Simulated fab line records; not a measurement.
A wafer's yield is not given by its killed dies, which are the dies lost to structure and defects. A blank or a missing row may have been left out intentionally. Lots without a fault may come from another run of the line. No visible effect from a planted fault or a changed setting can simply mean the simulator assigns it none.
What tool caused it?	flow nand-harc	18 wafers from 6 lots sampled at 4 of the route's 1302 steps

== WHAT THE GAUGES READ, wafer by wafer ==
NHARC_THIN_TSV_CD_MEAS_37.
lot	measured	on	cd-nm (nm)
L302	day 24 23:34	cd-sem-03	4995.9 5002.9 5002.3
L305	day 24 14:33	cd-sem-02	5003.2 5002.2 4995.8
L307	day 26 00:43	cd-sem-03	4998.1 4999.4 4999.5
L323	day 33 03:46	cd-sem-02	5002.5 5003.4 5002.2
L324	day 33 04:55	cd-sem-01	4996.9 4998.9 4998.7

== EACH LOT AND THE TOOL THAT RAN IT (in order: tool; ch and the chambers of the sampled wafers; start) ==
lot	NHARC_A_STAIRCASE_CVD_552	NHARC_THIN_TSV_ETCH_44	NHARC_THIN_TSV_ETCH_15
L302	lpcvd-01 ch 0, day 18 04:51	rie-diel-10 ch 0,1,3, day 24 16:26	rie-si-02 ch 0,1, day 24 16:58
L305	lpcvd-01 ch 0, day 18 04:51	rie-diel-10 ch 0,1,2, day 24 07:36	rie-si-06 ch 1,2,3, day 24 08:10
L307	lpcvd-01 ch 0, day 19 17:36	rie-diel-09 ch 0,1,2, day 25 17:28	rie-si-06 ch 0,1,2, day 25 18:02
L313	lpcvd-01 ch 1, day 22 02:52	-	-
L323	lpcvd-01 ch 0, day 26 09:28	rie-diel-09 ch 2,3, day 32 20:47	rie-si-06 ch 1,3, day 32 21:22
L324	lpcvd-02 ch 1, day 26 14:51	rie-diel-06 ch 0,1,2, day 32 21:57	rie-si-02 ch 0,1,3, day 32 22:31
- NHARC_A_STAIRCASE_CVD_552: deposits SiNx, target thk 40 nm.
- NHARC_THIN_TSV_ETCH_44: etches the open film in CF4/O2, target depth 1594.2 nm, time 797.1 s.
- NHARC_THIN_TSV_ETCH_15: target depth 3000 nm, bosch target overetch cycles 2, bosch etch step 2.8 s.

== THE ANSWER, worked out from the rows above alone ==
Rule: the usual values come from the lots themselves. The widest of any qualifying gaps counts: lots, ordered by their means at a reading, are off when they make up no more than a third of the lots, leave a main group of 4 or more, and stand apart from it by 3 or more times the standard deviation of that group's means. If all means in a main group match to the digits the tables above print for the reading, that group is not used. Also off: a lot with no number at a reading for which 4 or more lots have one. Any other lot the step has rows for is counted as sound.
Across all readings shown, no lot is off: no conclusion can be drawn from this.

== WHAT THE SIMULATOR HAD PUT IN ==
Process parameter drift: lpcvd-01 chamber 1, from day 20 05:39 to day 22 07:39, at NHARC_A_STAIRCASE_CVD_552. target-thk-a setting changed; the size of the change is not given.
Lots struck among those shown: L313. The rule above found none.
